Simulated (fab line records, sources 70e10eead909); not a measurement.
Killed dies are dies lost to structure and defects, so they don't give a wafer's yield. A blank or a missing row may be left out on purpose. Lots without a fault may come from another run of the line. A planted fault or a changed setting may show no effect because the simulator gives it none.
Which tool did it? | flow nand_harc | 6 lots, 18 wafers sampled, at 3 steps of a route of 1159

WHAT THE GAUGES READ, wafer by wafer
NHARC_END_SORT_01.
lot  | measured     | on        | killed_at_periphery
L299 | day 20 10:59 | prober-02 | 4 7 4
L303 | day 21 04:19 | prober-02 | 1 5 1
L307 | day 22 15:07 | prober-02 | 1 2 2
L310 | day 22 04:14 | prober-01 | 647 645 647
L316 | day 23 23:43 | prober-02 | 5 5 6
L318 | day 24 07:37 | prober-01 | 2 3 6

WHICH TOOL RAN EACH LOT (tool, then ch and the chambers of the sampled wafers, then the start)
lot  | NHARC_P_ZERO_WELL_DESCUM_39       | NHARC_P_ZERO_WELL_IMPLANT_55
L299 | rie_diel-03 ch 0,1,2, day 2 10:43 | implanter-01 ch 0, day 2 12:24
L303 | rie_diel-03 ch 0,3, day 3 10:27   | implanter-02 ch 0, day 3 12:17
L307 | rie_diel-03 ch 0,3, day 4 10:21   | implanter-01 ch 0, day 4 12:05
L310 | rie_diel-09 ch 1,3, day 5 04:34   | implanter-02, day 5 06:14
L316 | rie_diel-09 ch 0,2, day 6 16:02   | implanter-02 ch 0, day 6 17:51
L318 | rie_diel-10 ch 0,1,2, day 7 04:18 | implanter-01 ch 0, day 7 05:58
- NHARC_P_ZERO_WELL_DESCUM_39: chemistry O2, time 3 s.
- NHARC_P_ZERO_WELL_IMPLANT_55

THE ANSWER, worked out from the rows above alone
Rule: what is usual is taken from the lots themselves. Put in order of their means at a reading, lots are off if they are a third of the lots or fewer, leave a main group of 4 or more, and stand apart from it by a gap of 3 or more times the standard deviation of the main group's means; of several such gaps the widest counts. A main group whose means are all the same, to the digits that the tables above print for the reading, isn't used. A lot without any number at a reading at which 4 lots or more have one is off too. The other lots that the step has rows for count as sound.
Off: L310, at NHARC_END_SORT_01 (killed_at_periphery). The main group: mean 3.6, standard deviation 1.4.
A tool fits if, at a process step before that reading, it ran every lot that is off, and no sound lot after the first of them. The gauges at NHARC_END_SORT_01 are tried like those tools. None of those tried fits.

WHAT THE SIMULATOR HAD PUT IN
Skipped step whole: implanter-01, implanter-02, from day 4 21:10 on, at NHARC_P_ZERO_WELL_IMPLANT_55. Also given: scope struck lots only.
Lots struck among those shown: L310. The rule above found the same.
